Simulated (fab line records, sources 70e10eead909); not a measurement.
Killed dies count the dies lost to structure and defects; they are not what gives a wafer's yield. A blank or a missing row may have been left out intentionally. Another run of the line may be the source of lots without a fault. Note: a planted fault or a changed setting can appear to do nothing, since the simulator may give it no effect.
Struck lot and sound lot, side by side | flow nand_harc | 14 steps out of a route of 1302
Sound: these wafers, L386.4, L386.5, L386.6. The struck wafers were L390.1, L390.3, L390.6. The cause is named last.
Per side, at each step with rows, come the tool, then ch with its chambers, and then its first start. Under that, the readings that differ: sound wafers | struck wafers | difference of the means | sigmas: that difference in standard deviations of wafers without a fault.
alike: readings with means less than 2 such deviations apart, plus words and numbers identical on both sides. not compared: withheld readings, readings lacking a value on some wafer, bounds such as >300 that could conceal the same value, and numbers that have no deviation in the record and whose values overlap.
A row with sigmas, a row that says differs or no value, or rows on one side alone: a step with any of these is where the two part. Non-overlapping numbers with no deviation appear without sigmas and do not part them. A reading that every wafer of one side lacks parts them only if that side has two wafers or more.

NHARC_P_M2_DEP_33: deposits SiCN, target thk 30 nm.
  sound on pecvd-02 ch 0,1,2, day 10 10:30; struck on pecvd-04 ch 0,1,2, day 11 20:16
  alike: heater_power_w
NHARC_P_BONDPAD_DEP_00: deposits SiCN, target thk 250 nm.
  sound: pecvd-02 ch 0,1,2; struck: pecvd-04 ch 0,2
  alike: heater_power_w
NHARC_P_BONDPAD_CMP_32: polishes SiCN, target thk 200 nm.
  sound on cmp-01 ch 0,3, day 10 11:12; struck on cmp-02 ch 0,2, day 11 21:02
  alike: motor_current_A, slurry_filter_dp_kPa
NHARC_P_BONDPAD_THK_MEAS_33: measures by ellipsometry.
  struck on film_metro-01, day 11 21:16; sound on film_metro-01, day 10 11:26
  alike: thk_nm
then, 8 steps without rows for these wafers: NHARC_P_BONDPAD_SRD_34; NHARC_P_BONDPAD_DEHYDRATE_01 (time 120 s); NHARC_P_BONDPAD_HMDS_02 (time 30 s); NHARC_P_BONDPAD_COAT_36 (time 65 s); NHARC_P_BONDPAD_COAT_03 (resist thk 600 nm); NHARC_P_BONDPAD_SOFTBAKE_04 (time 70 s); NHARC_P_BONDPAD_EBR_05; NHARC_P_BONDPAD_EXPOSE_06 (exposes mask P BPAD).
NHARC_P_BONDPAD_PEB_07: peb time 80 s.
  struck on litho_track-02, day 11 21:44; sound on litho_track-05 ch 0, day 10 11:47
  no value came back on the struck wafers for chill_plate_temp_C (C), exhaust_pa (Pa); on the sound wafers chill_plate_temp_C (C) reads 23.21 23.04 22.97
then, 1 step without rows for these wafers: NHARC_P_BONDPAD_DEVELOP_08 (time 50 s).

== WHERE THEY PART ==
At NHARC_P_BONDPAD_PEB_07 and nowhere else, as far as this record goes.

WHY: whatever the simulator had introduced
Entire step skipped (litho_track-02, NHARC_P_BONDPAD_PEB_07), from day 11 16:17 onward. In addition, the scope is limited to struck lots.
